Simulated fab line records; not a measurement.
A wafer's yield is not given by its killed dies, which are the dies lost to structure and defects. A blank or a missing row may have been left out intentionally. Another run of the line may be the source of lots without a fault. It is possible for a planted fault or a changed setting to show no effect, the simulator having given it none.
Lot-split experiment    flow n5-finfet    on a route of 1938 steps: 7 lots, 21 wafers read

## THE SPLIT
At N5_BEOL_M5_ETCH_62 (etches SOC in N2/H2, target depth 75 nm, overetch 15 nm, time 112.5 s), the setting source-w was moved away from the recipe's 840 W on 8 of the 21 wafers read, by -15.9% to +7.9%. The other wafers ran this setting at the recipe's value.

Reading taken at the split's own step.

## THE READING
rf-vpp-V, in V, at N5_BEOL_M5_ETCH_62 (etches SOC in N2/H2, target depth 75 nm, overetch 15 nm, time 112.5 s). On this fab line, fault-free wafers typically give 523.9 V with a standard deviation of 2.5 V.

wafer   tool, chamber at the split  source-w as run, W  against the recipe  rf-vpp-V, V  against lot-mates on the recipe
L075.1  rie-diel-02, 3              840                 recipe              524.8        -
L075.2  rie-diel-02, 1              840                 recipe              526.4        -
L075.4  rie-diel-02, 2              840                 recipe              519.9        -
L082.2  rie-diel-04, 0              840                 recipe              526.3        -
L082.3  rie-diel-04, 2              840                 recipe              527.1        -
L082.5  rie-diel-04, 1              840                 recipe              526.5        -
L085.4  rie-diel-02, 3              706.8               -15.9%              553.6        +27.7
L085.5  rie-diel-02, 0              840                 recipe              525.7        -
L085.6  rie-diel-02, 1              840                 recipe              526.1        -
L086.2  rie-diel-04, 2              707                 -15.8%              555.6        no lot-mate on the recipe
L086.3  rie-diel-04, 1              707                 -15.8%              556.7        no lot-mate on the recipe
L086.4  rie-diel-04, 2              707                 -15.8%              557.7        no lot-mate on the recipe
L087.1  rie-diel-06, 2              840                 recipe              522.4        -
L087.2  rie-diel-06, 1              906.6               +7.9%               512.7        -9.7
L087.6  rie-diel-06, 1              906.6               +7.9%               510.1        -12.3
L089.1  rie-diel-04, 0              840                 recipe              525.7        -
L089.2  rie-diel-04, 2              840                 recipe              524.7        -
L089.4  rie-diel-04, 3              840                 recipe              528.3        -
L091.1  rie-diel-04, 1              840                 recipe              525.7        -
L091.4  rie-diel-04, 2              759.2               -9.6%               543.8        +18.1
L091.6  rie-diel-04, 3              759.2               -9.6%               544.7        +19.0

THE FIT
A straight line over all 21 wafers: rf-vpp-V changes by -1.91 V for each +1% of source-w; r = -0.99; the points scatter about the line by 1.9 V.
The same after taking each lot's own level away (the mean of its wafers on the recipe; 18 wafers): -1.71 V for each +1%; r = -0.98; scatter 1.8 V.
That fit puts the effect of the largest move of source-w on the reading at 27 V.
The lots' own levels span 522.40 to 526.63 V, that is 1.7 times the standard deviation above.
Hence the slope depends on the lot-to-lot level, as the two fits are not the same.
Check: with one of the wafers moved furthest among these (-15.9%) left out of the fit, the line predicts +27.6 V for it against its lot-mates. It came out at +27.7 V against them.
Tool readings at the split's step, against how far the setting was moved: rf-vpp-V r = -0.99.

## THESE WAFERS: OTHER SPLITS
Before the reading, these wafers also passed through other splits. Each is held against what the fit with the lots' levels taken away leaves over:
other split on the same wafers      wafers away from the commonest value  r with rf-vpp-V (lot level and that fit taken away)
N5_BEOL_M1_COAT_61 spin-rpm         7                                     +0.18
N5_BEOL_M4_ALD_98 ald-cycles        10                                    +0.10
N5_BEOL_M4_TRENCH_ETCH_37 source-w  10                                    -0.03
N5_BEOL_M5_ETCH_72 bias-w           6                                     +0.15

## THE FILE'S OWN FIT
rf-vpp-V changes by -1.73 V for each +1% of source-w, r = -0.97.
